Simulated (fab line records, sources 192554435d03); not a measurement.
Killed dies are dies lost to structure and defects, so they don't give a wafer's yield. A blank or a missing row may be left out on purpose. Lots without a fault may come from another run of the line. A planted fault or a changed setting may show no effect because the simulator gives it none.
A struck lot beside a sound one | flow n5_finfet | 15 steps out of a route of 1938
Sound: wafers L958.3, L958.4, L958.6. Struck: wafer L970.5. (L970.1, L970.2 of the same lot were not struck and are left out.) The cause comes at the end.
At each step with rows: each side's tool, then ch and its chambers, then its first start. Under that, the readings that differ: sound wafers | struck wafers | difference of the means | sigmas: that difference in standard deviations of wafers without a fault.
alike: readings whose means differ by less than 2 such deviations, and words and numbers that are the same on both sides. not compared: withheld readings, readings that some wafer has no value for, bounds like >300 that may hide the same value, and numbers for which the record gives no deviation and whose values overlap.
The two part at a step that has a row with sigmas, a row that says differs or no value, or rows on one side only. Numbers that don't overlap but have no deviation are shown without sigmas and don't part them. A reading that every wafer of one side lacks parts them only if that side has two wafers or more.

first, 5 steps without rows for these wafers: N5_BEOL_M10_EBR_24; N5_BEOL_M10_SOFTBAKE_23 (time 60 s); N5_BEOL_M10_EXPOSE_25 (exposes mask V9); N5_BEOL_M10_PEB_26 (peb time 60 s); N5_BEOL_M10_DEVELOP_27 (develop time 30 s).
N5_BEOL_M10_CD_MEAS_28: target cd 70 nm.
  sound on cd_sem-03 ch 0, day 10 17:49; struck on cd_sem-03 ch 0, day 13 11:47
  alike: cd_nm
N5_BEOL_M10_OVL_MEAS_29:
  sound on overlay-02 ch 0, day 10 17:50; struck on overlay-02 ch 0, day 13 11:49
  alike: V9_OVL
N5_BEOL_M10_INSPECT_30: inspects for defects (brightfield).
  sound on defect_inspect-01, day 10 17:52; struck on defect_inspect-02, day 13 11:50
  alike: raw_defect_count
N5_BEOL_M10_DESCUM_33: chemistry O2, time 7.9 s.
  sound on rie_diel-03 ch 0,1,3, day 10 18:14; struck on rie_diel-03 ch 2, day 13 12:09
  reading                         | sound             | struck | difference | sigmas
  rf_vpp_V (V)                    | 243.5 246.0 243.6 | 241.0  | -3.4       | -2
  showerhead_plenum_p_Torr (Torr) | 2.16 2.20 2.12    | 1.98   | -0.18      | -2
  alike: drypump_motor_current_A, oes_product_au, throttle_valve_pct
  not compared: rf_hours_counter_h
N5_BEOL_M10_ETCH_65: etches SiARC in CF4, target depth 39 nm, time 65 s.
  sound on rie_diel-03 ch 0,1,3, day 10 18:17; struck on rie_diel-03 ch 2, day 13 12:11
  reading                         | sound             | struck | difference | sigmas
  rf_vpp_V (V)                    | 186.6 184.9 184.7 | 182.1  | -3.3       | -3
  showerhead_plenum_p_Torr (Torr) | 2.21 2.27 2.22    | 2.04   | -0.19      | -2
  alike: drypump_motor_current_A, etch_rf_on_time_s, oes_product_au, throttle_valve_pct
  not compared: rf_hours_counter_h
N5_BEOL_M10_ETCH_66: etches SOC in N2/H2, target depth 120 nm, overetch 24 nm, time 180 s.
  sound on rie_diel-03 ch 0,1,3, day 10 18:20; struck on rie_diel-03 ch 2, day 13 12:14
  reading                         | sound          | struck | difference | sigmas
  rf_vpp_V (V)                    | 526 528 526    | 520    | -7         | -2
  showerhead_plenum_p_Torr (Torr) | 2.64 2.67 2.60 | 2.40   | -0.24      | -2
  alike: drypump_motor_current_A, h2_flow_sccm, oes_product_au, throttle_valve_pct
  not compared: rf_hours_counter_h
then, 1 step without rows for these wafers: N5_BEOL_M10_STRIP_69 (strips in N2/H2).
N5_BEOL_M10_VIA_ETCH_34: etches SiCOH lowk in C4F6/O2, target depth 184.5 nm, time 69.2 s.
  sound on rie_diel-03 ch 0,1,3, day 10 18:27; struck on rie_diel-03 ch 2, day 13 12:22
  reading                                   | sound             | struck | difference | sigmas
  showerhead_plenum_p_Torr (Torr)           | 2.93 3.01 2.93    | 2.71   | -0.25      | -2
  model.etch.depth_nm (nm)                  | 177.2 194.8 181.2 | 259.7  | +75.3      |
  model.SOC_of_BEOL_M10_COAT_63.thk_nm (nm) | 92 91.4 92.4      | 88.6   | -3.3       |
  alike: drypump_motor_current_A, oes_product_au, rf_vpp_V, throttle_valve_pct
  not compared: rf_hours_counter_h
then, 1 step without rows for these wafers: N5_BEOL_M10_STRIP_73 (strips in C4F6/O2).
-- the record jumps here: 3 days lie between the struck wafers' starts before and after (it left off in module BEOL_M10 and takes up again in module PASSIVATION, whose first step shown is number 1936 of the route) --
N5_PASSIVATION_PROBE_49:
  the record has rows for the struck wafers here (prober-01, day 16 04:48) and none for the sound ones

WHERE THEY PART
First at N5_BEOL_M10_DESCUM_33; last, within this record, at N5_PASSIVATION_PROBE_49.

WHY: what the simulator had put in
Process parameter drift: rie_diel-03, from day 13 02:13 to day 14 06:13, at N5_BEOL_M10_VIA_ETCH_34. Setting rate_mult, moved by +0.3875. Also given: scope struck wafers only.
